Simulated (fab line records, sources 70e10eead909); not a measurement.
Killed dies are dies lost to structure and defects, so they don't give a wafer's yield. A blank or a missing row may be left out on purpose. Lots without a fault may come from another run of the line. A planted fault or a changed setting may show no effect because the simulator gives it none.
A struck lot beside a sound one | flow nand_harc | 14 steps out of a route of 1159
Sound: wafers L315.1, L315.2, L315.6. Struck: wafers L329.1, L329.4, L329.6. The cause comes at the end.
At each step with rows: each side's tool, then ch and its chambers, then its first start. Under that, the readings that differ: sound wafers | struck wafers | difference of the means | sigmas: that difference in standard deviations of wafers without a fault.
alike: readings whose means differ by less than 2 such deviations, and words and numbers that are the same on both sides. not compared: withheld readings, readings that some wafer has no value for, bounds like >300 that may hide the same value, and numbers for which the record gives no deviation and whose values overlap.
The two part at a step that has a row with sigmas, a row that says differs or no value, or rows on one side only. Numbers that don't overlap but have no deviation are shown without sigmas and don't part them. A reading that every wafer of one side lacks parts them only if that side has two wafers or more.

NHARC_A_CONTACT_STRIP_82: strips in O2.
  sound on rie_diel-11 ch 1,2; struck on rie_diel-11 ch 0,1
  alike: drypump_motor_current_A, o2_flow_sccm, oes_product_au, rf_vpp_V, showerhead_plenum_p_Torr, throttle_valve_pct
  not compared: rf_hours_counter_h
then, 1 step without rows for these wafers: NHARC_A_CONTACT_STRIP_83 (strips in post etch residue remover, time 600 s).
NHARC_A_CONTACT_DEP_84: deposits aC, target thk 2000 nm.
  sound on acl_dep-01 ch 0, day 16 22:16; struck on acl_dep-02 ch 0, day 21 01:46
  alike: throttle_valve_pct
NHARC_A_CONTACT_DEP_85: deposits SiON, target thk 50 nm.
  sound on pecvd-01 ch 1,2, day 16 23:46; struck on pecvd-04 ch 0,1,2, day 21 03:04
  alike: heater_power_w, showerhead_vpp_V
then, 8 steps without rows for these wafers: NHARC_A_CONTACT_DEHYDRATE_00 (time 120 s); NHARC_A_CONTACT_HMDS_01 (time 30 s); NHARC_A_CONTACT_COAT_86 (time 75 s); NHARC_A_CONTACT_COAT_87 (time 65 s); NHARC_A_CONTACT_COAT_02 (resist thk 90 nm); NHARC_A_CONTACT_SOFTBAKE_03 (time 55 s); NHARC_A_CONTACT_EBR_04; NHARC_A_CONTACT_EXPOSE_05 (exposes mask A CC).
NHARC_A_CONTACT_PEB_06: peb time 65 s.
  sound on litho_track-04 ch 0, day 17 00:23; struck on litho_track-04, day 21 03:33
  no value came back on the struck wafers for chill_plate_temp_C (C), exhaust_pa (Pa); on the sound wafers chill_plate_temp_C (C) reads 22.91 22.89 23.09
then, 1 step without rows for these wafers: NHARC_A_CONTACT_DEVELOP_07 (develop time 35 s).

WHERE THEY PART
Only at NHARC_A_CONTACT_PEB_06, within this record.

WHY: what the simulator had put in
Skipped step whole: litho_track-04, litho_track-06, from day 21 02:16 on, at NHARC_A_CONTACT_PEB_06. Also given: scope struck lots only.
